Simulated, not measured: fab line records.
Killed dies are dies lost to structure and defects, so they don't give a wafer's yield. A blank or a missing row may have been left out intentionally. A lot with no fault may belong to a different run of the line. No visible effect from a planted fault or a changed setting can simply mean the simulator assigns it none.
Which of the tools did it? || flow n5Finfet || 27 wafers from 9 lots sampled at 4 of the route's 1938 steps

== WHAT THE GAUGES SHOWED, per wafer ==
N5_BEOL_M0_INSPECT_127: inspects for defects (darkfield).
{"lot": "L173", "measured": "day 6 07:56", "on": "defectInspect-01", "rawDefectCount": "85 56 65"}
{"lot": "L177", "measured": "day 7 03:54", "on": "defectInspect-01", "rawDefectCount": "103 62 87"}
{"lot": "L178", "measured": "day 7 11:01", "on": "defectInspect-02", "rawDefectCount": "68 67 123"}
{"lot": "L179", "measured": "day 7 19:47", "on": "defectInspect-02", "rawDefectCount": "66 64 58"}
{"lot": "L182", "measured": "day 8 10:40", "on": "defectInspect-02", "rawDefectCount": "66 69 91"}
{"lot": "L185", "measured": "day 9 06:04", "on": "defectInspect-02", "rawDefectCount": "62 59 68"}
{"lot": "L192", "measured": "day 11 07:19", "on": "defectInspect-02", "rawDefectCount": "63 51 80"}
{"lot": "L193", "measured": "day 11 07:44", "on": "defectInspect-01", "rawDefectCount": "580 51 82"}
{"lot": "L194", "measured": "day 11 15:48", "on": "defectInspect-02", "rawDefectCount": "41 592 43"}

== WHAT TOOL EACH LOT RAN ON (gives the tool, then ch and the chambers of the sampled wafers, and finally the start) ==
{"lot": "L173", "N5_BEOL_M0_PRE_CLEAN_113": "pvdSputter-01, day 6 05:48", "N5_BEOL_M0_SPUTTER_134": "pvdSputter-03, day 6 06:40", "N5_BEOL_M0_CO_CAP_123": "cvdCo-01 ch 0,2, day 6 07:42"}
{"lot": "L177", "N5_BEOL_M0_PRE_CLEAN_113": "pvdSputter-02, day 7 01:53", "N5_BEOL_M0_SPUTTER_134": "pvdSputter-02, day 7 02:41", "N5_BEOL_M0_CO_CAP_123": "cvdCo-02 ch 0,1, day 7 03:40"}
{"lot": "L178", "N5_BEOL_M0_PRE_CLEAN_113": "pvdSputter-01, day 7 07:17", "N5_BEOL_M0_SPUTTER_134": "pvdSputter-01, day 7 09:38", "N5_BEOL_M0_CO_CAP_123": "cvdCo-01 ch 0,1,2, day 7 10:49"}
{"lot": "L179", "N5_BEOL_M0_PRE_CLEAN_113": "pvdSputter-03, day 7 17:44", "N5_BEOL_M0_SPUTTER_134": "pvdSputter-02, day 7 18:32", "N5_BEOL_M0_CO_CAP_123": "cvdCo-01 ch 0, day 7 19:32"}
{"lot": "L182", "N5_BEOL_M0_PRE_CLEAN_113": "pvdSputter-01, day 8 06:31", "N5_BEOL_M0_SPUTTER_134": "pvdSputter-03, day 8 09:27", "N5_BEOL_M0_CO_CAP_123": "cvdCo-02 ch 0,1,2, day 8 10:26"}
{"lot": "L185", "N5_BEOL_M0_PRE_CLEAN_113": "pvdSputter-01, day 9 02:27", "N5_BEOL_M0_SPUTTER_134": "pvdSputter-01, day 9 04:51", "N5_BEOL_M0_CO_CAP_123": "cvdCo-01 ch 0,2, day 9 05:51"}
{"lot": "L192", "N5_BEOL_M0_PRE_CLEAN_113": "pvdSputter-03, day 11 05:06", "N5_BEOL_M0_SPUTTER_134": "pvdSputter-02, day 11 06:06", "N5_BEOL_M0_CO_CAP_123": "cvdCo-01 ch 1,2, day 11 07:06"}
{"lot": "L193", "N5_BEOL_M0_PRE_CLEAN_113": "pvdSputter-03, day 11 05:11", "N5_BEOL_M0_SPUTTER_134": "pvdSputter-02, day 11 06:32", "N5_BEOL_M0_CO_CAP_123": "cvdCo-01 ch 0,1,2, day 11 07:32"}
{"lot": "L194", "N5_BEOL_M0_PRE_CLEAN_113": "pvdSputter-02, day 11 13:41", "N5_BEOL_M0_SPUTTER_134": "pvdSputter-01, day 11 14:35", "N5_BEOL_M0_CO_CAP_123": "cvdCo-01 ch 0,1,2, day 11 15:35"}
- N5_BEOL_M0_PRE_CLEAN_113: time 30 s.
- N5_BEOL_M0_SPUTTER_134: material Cu, target thk 4 nm, time 7.37 s.
- N5_BEOL_M0_CO_CAP_123: material Co, precursor CCTBA/H2, target thk 2 nm, time 102.1 s.

== THE ANSWER, worked out from the rows above alone ==
Rule: what is usual is taken from the lots themselves. The widest of any qualifying gaps counts: lots, ordered by their means at a reading, are off when they make up no more than a third of the lots, leave a main group of 4 or more, and stand apart from it by 3 or more times the standard deviation of that group's means. A main group whose means are all the same, to the digits that the tables above print for the reading, isn't used. A lot without any number at a reading at which 4 lots or more have one is off too. All remaining lots with rows at the step are treated as sound.
Off, at N5_BEOL_M0_INSPECT_127 on rawDefectCount: L193, L194. For the main group the mean is 72 and the standard deviation 9.1.
If a tool, at a process step before that reading, ran all the lots that are off and no sound lot after the first of them, it fits. The gauges at N5_BEOL_M0_INSPECT_127 are tried like those tools. One candidate fits, namely cvdCo-01 at N5_BEOL_M0_CO_CAP_123. A fault onset in the window from L192 (day 11 07:06, its last sound lot) to L193 (day 11 07:32, its first lot off) fits.

== WHAT HAD BEEN PUT IN BY THE SIMULATOR ==
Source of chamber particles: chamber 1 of cvdCo-01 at N5_BEOL_M0_CO_CAP_123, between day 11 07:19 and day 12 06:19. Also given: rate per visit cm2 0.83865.
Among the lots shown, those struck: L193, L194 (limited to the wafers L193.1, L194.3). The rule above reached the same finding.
